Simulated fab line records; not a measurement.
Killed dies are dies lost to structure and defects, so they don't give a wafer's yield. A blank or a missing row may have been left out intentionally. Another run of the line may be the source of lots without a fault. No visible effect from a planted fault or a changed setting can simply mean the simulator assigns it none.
Split-lot study ; flow n5Finfet ; on a route of 1938 steps: 7 lots, 21 wafers read

THE SPLIT ITSELF
At N5_MOL_CONTACT_COAG_EXPOSE_81 (exposes mask VG, defocus 0 nm), the setting doseMj was moved away from the recipe's 59.5 on 7 of the 21 wafers read, by -6.7% to +6.2%. This setting was run at the recipe's value on the other wafers.

FROM THE SPLIT TO THE READING: what the file shows between them, 5 steps
- N5_MOL_CONTACT_COAG_PEB_82: peb time 60 s
- N5_MOL_CONTACT_COAG_DEVELOP_83: develop time 30 s
- N5_MOL_CONTACT_COAG_CD_MEAS_84: target cd 25.1 nm
- N5_MOL_CONTACT_COAG_PRECLEAN_144: cleans in alkaline clean, time 60 s
- N5_MOL_CONTACT_COAG_SRD_145: time 30 s

THE READING
cdNm at N5_MOL_CONTACT_COAG_CD_MEAS_137, given in nm (cd target 16 nm). Typical for fault-free wafers on this fab line: 16.0 nm, with standard deviation 0.36 nm.

wafer;tool, chamber at the split;doseMj as run;against the recipe;cdNm, nm;against lot-mates on the recipe
L080.2;euvScanner-01, 0;59.5;recipe;15.9;-
L080.4;euvScanner-01, 0;63.17;+6.2%;16.8;+1.2
L080.6;euvScanner-01, 0;59.5;recipe;15.2;-
L082.1;euvScanner-02, 0;56.73;-4.7%;15.0;-1.0
L082.2;euvScanner-02, 0;59.5;recipe;16.0;-
L082.3;euvScanner-02, 0;56.73;-4.7%;15.0;-1.0
L083.1;euvScanner-02, 0;59.5;recipe;16.7;-
L083.2;euvScanner-02, 0;59.5;recipe;16.3;-
L083.5;euvScanner-02, 0;59.5;recipe;16.4;-
L086.1;euvScanner-01, 0;59.5;recipe;15.1;-
L086.3;euvScanner-01, 0;59.5;recipe;15.6;-
L086.6;euvScanner-01, 0;56.01;-5.9%;14.4;-0.9
L090.2;euvScanner-02, 0;59.5;recipe;16.4;-
L090.4;euvScanner-02, 0;59.5;recipe;16.4;-
L090.6;euvScanner-02, 0;55.49;-6.7%;14.4;-2.0
L091.2;euvScanner-01, 0;59.5;recipe;15.8;-
L091.4;euvScanner-01, 0;59.5;recipe;15.7;-
L091.6;euvScanner-01, 0;59.5;recipe;15.6;-
L094.3;euvScanner-02, 0;57.17;-3.9%;15.2;-0.9
L094.5;euvScanner-02, 0;57.17;-3.9%;14.9;-1.2
L094.6;euvScanner-02, 0;59.5;recipe;16.1;-

THE FIT
A straight line over all 21 wafers: cdNm changes by +0.205 nm for each +1% of doseMj; r = +0.83; the points scatter about the line by 0.41 nm.
The same after taking each lot's own level away (the mean of its wafers on the recipe; 21 wafers): +0.228 nm for each +1%; r = +0.95; scatter 0.22 nm.
The reading moves by 1.5 nm for the largest change in doseMj, on that fit.
From 15.35 to 16.47 nm: that is the span of the lots' own levels, equal to 3.1 times the standard deviation above.
In other words, the slope is changed by the lot-to-lot level; the two fits disagree.
Check: -1.42 nm against its lot-mates is what the line predicts for one of the wafers moved furthest among these (-6.7%) when that wafer is left out of the fit. Against them it came out at -2 nm.

OTHER SPLITS ON THESE WAFERS
These wafers also went through other splits before the reading. Each is held against what the fit with the lots' levels taken away leaves over:
other split on the same wafers;wafers away from the commonest value;r with cdNm (lot level and that fit taken away)
N5_HKMG_FIN_ETCH_54 sourceW;7;-0.20
N5_GATE_CUT_COAT_27 spinRpm;5;-0.34
N5_GATE_CUT_ETCH_36 cf4FlowSccm;5;-0.21
N5_MOL_CONTACT_COAG_EXPOSE_05 doseMj;6;-0.30
N5_MOL_CONTACT_COAG_ALD_27 aldCycles;5;+0.26

THE WHOLE CHAIN: every reading that the file lists as answering this split, in the file's order
step;what it does;reading;change (the file's fit);r (the file's)
N5_MOL_CONTACT_COAG_CD_MEAS_84;target cd 25.1 nm;cdNm;+0.213 nm for each +1% of the setting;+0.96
N5_MOL_CONTACT_COAG_CD_MEAS_137;target cd 16 nm;cdNm;+0.232 nm for each +1% of the setting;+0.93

THE FILE'S OWN FIT
cdNm changes by +0.232 nm for each +1% of doseMj, r = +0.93.
